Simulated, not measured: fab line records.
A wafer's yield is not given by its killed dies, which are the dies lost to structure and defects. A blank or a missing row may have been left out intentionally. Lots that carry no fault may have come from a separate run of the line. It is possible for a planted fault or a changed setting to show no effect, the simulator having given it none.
Chamber matching | flow nand harc | NHARC_A_CHANNEL_HOLE_D1_ETCH_38 on rie diel-13: 4 sister chambers
The step etches the open film in CF4, target depth 39 nm, time 65 s. 4 wafers are shown with their chamber, then 10 later ones without.

## WAFERS, EACH WITH ITS CHAMBER
wafer  | chamber | drypump motor current A (A)
L082.5 | 2       | 6.6
L083.4 | 0       | 5.9
L087.4 | 3       | 5.9
L087.5 | 1       | 6.0

## WAFERS WITH NO CHAMBER GIVEN
wafer  | drypump motor current A (A)
L087.6 | 6.6
L090.2 | 6.0
L090.4 | 6.5
L090.5 | 6.5
L090.1 | 6.0
L090.3 | 5.9
L090.6 | 5.9
L094.1 | 5.9
L094.4 | 6.0
L094.6 | 5.9

## WHICH CHAMBER EACH ONE RAN IN
wafer  | from the rows above     | in truth
L087.6 | 2                       | 2
L090.2 | 1                       | 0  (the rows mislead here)
L090.4 | 2                       | 2
L090.5 | 2                       | 2
L090.1 | 1                       | 1
L090.3 | can't be placed: 0 or 3 | 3
L090.6 | can't be placed: 0 or 3 | 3
L094.1 | can't be placed: 0 or 3 | 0
L094.4 | 1                       | 1
L094.6 | can't be placed: 0 or 3 | 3
Correctly placed: 5 of 10. Cannot be placed on the basis of these rows: 4; the candidates contain the true chamber in 4. 1 placed wrongly.
How it was worked out, from the rows above alone: a wafer's distance from a chamber is the root of the sum, over the readings, of the square of ((its reading less the chamber's mean) divided by the reading's scatter). The wafer belongs to the nearest chamber; if the next one is less than 2 further off, it can't be placed. A chamber's mean is the mean of its shown wafers. The scatter (one wafer shown for each chamber): square how far every hidden wafer sits from the nearest shown wafer, average those squares and take the square root.
